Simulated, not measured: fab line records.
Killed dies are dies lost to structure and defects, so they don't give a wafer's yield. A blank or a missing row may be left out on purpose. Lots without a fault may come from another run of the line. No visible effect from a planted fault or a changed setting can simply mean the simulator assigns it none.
Struck lot and sound lot, side by side	flow n5 finfet	14 out of 1938 route steps
Sound: wafers L167.1, L167.2, L167.5. Wafers struck: L172.1, L172.3, L172.4. The cause comes at the end.
At each step with rows: each side's tool, then ch and its chambers, then its first start. Under that, the readings that differ: sound wafers	struck wafers	difference of the means	sigmas: that difference in standard deviations of wafers without a fault.
alike: a reading whose means differ by less than 2 such deviations, as well as words and numbers matching on both sides. not compared: withheld readings; readings where some wafer has no value; bounds like >300 that might hide an equal value; numbers whose values overlap and for which the record gives no deviation.
Wherever a step has rows on one side only, a row that says differs or no value, or a row with sigmas, the two part there. Numbers that don't overlap but have no deviation are shown without sigmas and don't part them. A reading that every wafer of one side lacks parts them only if that side has two wafers or more.

first, 1 step without rows for these wafers: N5_BEOL_M14_HARDBAKE_14 (time 120 s).
N5_BEOL_M14_CD_MEAS_10 targets a cd of 250 nm.
  sound on cd sem-02 ch 0, day 13 00:28; struck on cd sem-02 ch 0, day 14 03:17
  alike: cd nm
N5_BEOL_M14_OVL_MEAS_11:
  sound on overlay-01 ch 0, day 13 00:30; struck on overlay-02 ch 0, day 14 03:19
reading	sound	struck	difference	sigmas
V13_OVL (nm)	0 11 5	-5 -6 -7	-11	-2
N5_BEOL_M14_INSPECT_12: inspects for defects (macro).
  sound on defect inspect-02, day 13 00:31; struck on defect inspect-02, day 14 03:20
  alike: raw defect count
N5_BEOL_M14_DESCUM_15: chemistry O2, time 7.9 s.
  sound on rie diel-04 ch 0,2,3, day 13 00:34; struck on rie diel-04 ch 0,2,3, day 14 03:22
  alike: drypump motor current A, oes product au, rf fwd power W, rf vpp V, showerhead plenum p Torr, throttle valve pct
  not compared: rf hours counter h
N5_BEOL_M14_ETCH_59: etches BARC in N2/H2, target depth 89 nm, overetch 26.7 nm, time 67.9 s.
  sound on rie diel-04 ch 0,2,3, day 13 00:35; struck on rie diel-04 ch 0,2,3, day 14 03:24
  alike: drypump motor current A, oes product au, rf fwd power W, rf vpp V, showerhead plenum p Torr, throttle valve pct
  not compared: rf hours counter h
N5_BEOL_M14_VIA_ETCH_16: etches SiO2 in C4F8/O2/Ar, target depth 1231.3 nm.
  sound on rie diel-04 ch 0,2,3, day 13 00:39; struck on rie diel-04 ch 0,2,3, day 14 03:27
  alike: drypump motor current A, oes_ar_750_au, oes_o_777_au, oes product au, rf fwd power W, rf vpp V, showerhead plenum p Torr, throttle valve pct
N5_BEOL_M14_STRIP_63: strips in O2.
  sound on rie diel-04 ch 0,2,3; struck on rie diel-04 ch 0,2,3
  alike: drypump motor current A, oes product au, rf vpp V, showerhead plenum p Torr, throttle valve pct
  not compared: rf hours counter h
N5_BEOL_M14_STRIP_64: strips in O2.
  sound on rie diel-04 ch 0,2,3; struck on rie diel-04 ch 0,2,3
  alike: drypump motor current A, oes product au, rf vpp V, showerhead plenum p Torr, throttle valve pct
  not compared: rf hours counter h
then, 2 steps without rows for these wafers: N5_BEOL_M14_STRIP_71 (strips in post etch residue remover, time 60 s); N5_BEOL_M14_SRD_72 (time 30 s, dry time 30 s).
N5_BEOL_M14_CD_MEAS_17 targets a cd of 250 nm.
  sound on cd sem-01, day 13 01:00; struck on cd sem-03, day 14 03:57
  alike: cd nm
N5_BEOL_M14_COAT_65: time 60 s, resist thk 450 nm.
  sound on litho track-02 ch 0, day 13 01:02; struck on litho track-02 ch 0, day 14 03:59
reading	sound	struck	difference	sigmas
spin speed rpm (rpm)	1499.8 1499.0 1499.2	1419.1 1419.6 1419.4	-80.0	-96
model.SOC_of_BEOL_M14_COAT_65.thk nm (nm)	449.6 450 450.6	462.2 462 461	+11.7	
then, 1 step without rows for these wafers: N5_BEOL_M14_COAT_66 (time 60 s, resist thk 110 nm).

WHERE THEY PART
Last at N5_BEOL_M14_COAT_65 as far as this record goes, first at N5_BEOL_M14_OVL_MEAS_11.

WHY: the cause the simulator had injected
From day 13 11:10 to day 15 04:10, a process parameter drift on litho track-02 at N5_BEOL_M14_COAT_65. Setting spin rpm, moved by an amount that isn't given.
